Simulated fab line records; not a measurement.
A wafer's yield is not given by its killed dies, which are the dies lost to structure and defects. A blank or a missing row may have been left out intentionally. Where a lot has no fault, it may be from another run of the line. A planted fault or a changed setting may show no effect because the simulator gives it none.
Matching of chambers + flow nand_harc + NHARC_A_WL_FILL_ALD_10 on ald_hk-03: 4 sister chambers
The step deposits SiO2, target thk 50 nm, pulse time 10 s, ald cycles 500. 4 wafers are shown with their chamber, then 8 later ones without.

## WAFERS, EACH WITH ITS CHAMBER
| wafer  | chamber | heater_power_w (W) |
|--------|---------|--------------------|
| L082.5 | 0       | 621                |
| L085.1 | 2       | 493                |
| L085.3 | 3       | 446                |
| L089.2 | 1       | 452                |

## WAFERS WITHOUT THEIR CHAMBER
| wafer  | heater_power_w (W) |
|--------|--------------------|
| L089.1 | 431                |
| L089.6 | 441                |
| L093.1 | 592                |
| L093.2 | 455                |
| L093.5 | 435                |
| L095.2 | 606                |
| L095.4 | 536                |
| L095.5 | 609                |

## WHICH CHAMBER EACH WENT THROUGH
| wafer  | from the rows above          | in truth |
|--------|------------------------------|----------|
| L089.1 | can't be placed: 3 or 1      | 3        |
| L089.6 | can't be placed: 3 or 1      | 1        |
| L093.1 | 0                            | 0        |
| L093.2 | can't be placed: 1 or 3 or 2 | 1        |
| L093.5 | can't be placed: 3 or 1      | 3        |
| L095.2 | 0                            | 0        |
| L095.4 | can't be placed: 2 or 1      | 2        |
| L095.5 | 0                            | 0        |
3 of 8 placed correctly. From these rows, 5 cannot be placed; in 5 the true chamber is one of the candidates. Placed wrongly: 0.
How it was worked out, from the rows above alone: a wafer's distance from a chamber is the root of the sum, over the readings, of the square of ((its reading less the chamber's mean) divided by the reading's scatter). The wafer belongs to the nearest chamber; if the next one is less than 2 further off, it can't be placed. A chamber's mean is the mean of its shown wafers. The scatter (one wafer shown for each chamber): square how far every hidden wafer sits from the nearest shown wafer, average those squares and take the square root.
